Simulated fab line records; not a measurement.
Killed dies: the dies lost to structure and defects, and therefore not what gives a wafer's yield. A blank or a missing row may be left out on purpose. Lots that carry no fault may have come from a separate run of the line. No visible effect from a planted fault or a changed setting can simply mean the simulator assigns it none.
Problem report, 8D (eight disciplines) form, completed by code / flow n5_finfet / the parts of the form that need people (team, actions taken, sign-off) are left out

1. THE ISSUE
Mean of spin_speed_rpm at N5_BEOL_M3_COAT_61: 1592.8 rpm across 6 wafers in 2 lots; on wafers with no fault it is 1499.8 rpm (standard deviation 0.9). So: +99 or more standard deviations from the usual mean.
The step: time 60 s, resist thk 60 nm.
First seen on wafer L226.1, day 12 01:28, on litho_track-02. The record has a number at this step for 30 wafers belonging to 10 lots. The rule behind "out" and "out of limits": a value lying over 4 standard deviations away from the usual mean. All remaining wafers that have a number are taken as sound.

2. WHAT IT IS, AND WHAT IT ISN'T
question=which readings at this step | is=spin_speed_rpm | is not=heater_power_total_W
question=which lots | is=L224, L226 | is not=L211, L214, L216, L217, L227, L231, L232, L233
question=which wafers of those lots | is=all that have a number | is not=-
question=read on which tools | is=litho_track-02 | is not=litho_track-03, litho_track-05
question=when | is=from day 12 01:28 | is not=up to then (12 sound wafers); but 12 sound wafers of L227, L231, L232, L233 came after

3. SUSPECTS, AND WHAT RULES EACH OUT
Counting: any tool at a process step up to the reading is kept as a suspect provided that every lot that is out went through it and no sound lot did after the first of them.
- litho_track-02 at N5_BEOL_M3_COAT_61 (time 60 s, resist thk 60 nm): kept. It processed each lot that is out, first L226 at day 12 01:28, and no sound lot thereafter; up to then, the last sound lot it processed was L217 at day 9 04:53. On those wafers its own readings are out: spin_speed_rpm.
After counting, what remains is litho_track-02 at N5_BEOL_M3_COAT_61.

4. THE CAUSE (what the simulator had put in)
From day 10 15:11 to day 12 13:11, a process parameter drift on litho_track-02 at N5_BEOL_M3_COAT_61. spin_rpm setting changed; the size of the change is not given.
After counting, this tool was the only one left.

5. THE CHAIN OF EFFECTS, in route order
Each row: a reading where the mean over the struck wafers with a number is more than 3 standard deviations away from the usual. Only readings whose record carries a usual standard deviation are examined. hours: median over the lots of the time between each lot's start at the first step of this table that gives one and its start at this step. sigmas: the change, counted in usual standard deviations.
hours=0; step=N5_BEOL_M3_COAT_61; reading=spin_speed_rpm; usual=1499.8 rpm; on struck wafers=1592.8; change=+93.0; sigmas=+99 or more
The process steps in it:
- N5_BEOL_M3_COAT_61: time 60 s, resist thk 60 nm.
Later measuring or inspecting steps at which every struck wafer that the step has a row for has a number for every such reading, and none has moved that far: N5_BEOL_M4_RC_MEAS_101.

6. HOW IT WOULD HAVE BEEN CAUGHT EARLIER
First out-of-limits reading in this record: day 12 01:28, which is 34 hours after fault onset at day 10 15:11.
